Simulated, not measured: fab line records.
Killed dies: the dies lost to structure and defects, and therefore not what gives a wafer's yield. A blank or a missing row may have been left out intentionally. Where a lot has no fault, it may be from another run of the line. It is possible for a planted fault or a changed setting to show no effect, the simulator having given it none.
Chamber matching -- flow n5 finfet -- N5_BEOL_M11_STRIP_67 on rie diel-02 has 4 sister chambers
The step strips in CF4. 4 wafers are shown with their chamber, then 11 later ones without.

WAFERS, EACH WITH ITS CHAMBER
wafer,chamber,drypump motor current A (A)
L085.1,0,6.5
L088.2,1,5.6
L088.5,2,5.1
L092.1,3,4.9

WAFERS WITHOUT THEIR CHAMBER
wafer,drypump motor current A (A)
L092.2,6.5
L092.4,6.5
L093.2,5.6
L093.5,5.0
L093.6,6.5
L095.1,5.0
L095.2,6.5
L095.6,5.1
L096.1,6.6
L096.2,5.6
L096.5,5.0

WHICH CHAMBER EACH ONE RAN IN
wafer,from the rows above,in truth
L092.2,0,0
L092.4,0,0
L093.2,1,1
L093.5,can't be placed: 2 or 3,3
L093.6,0,0
L095.1,can't be placed: 2 or 3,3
L095.2,0,0
L095.6,2,2
L096.1,0,0
L096.2,1,1
L096.5,can't be placed: 2 or 3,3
Correctly placed: 8 of 11. Cannot be placed on the basis of these rows: 3; the candidates contain the true chamber in 3. Placed wrongly: 0.
How it was worked out, from the rows above alone: a wafer's distance from a chamber is the root of the sum, over the readings, of the square of ((its reading less the chamber's mean) divided by the reading's scatter). If the next closest chamber is less than 2 further off than the closest, the wafer can't be placed; otherwise it belongs to the closest. A chamber's mean is the mean of its shown wafers. The scatter (one wafer shown for each chamber): square how far every hidden wafer sits from the nearest shown wafer, average those squares and take the square root.
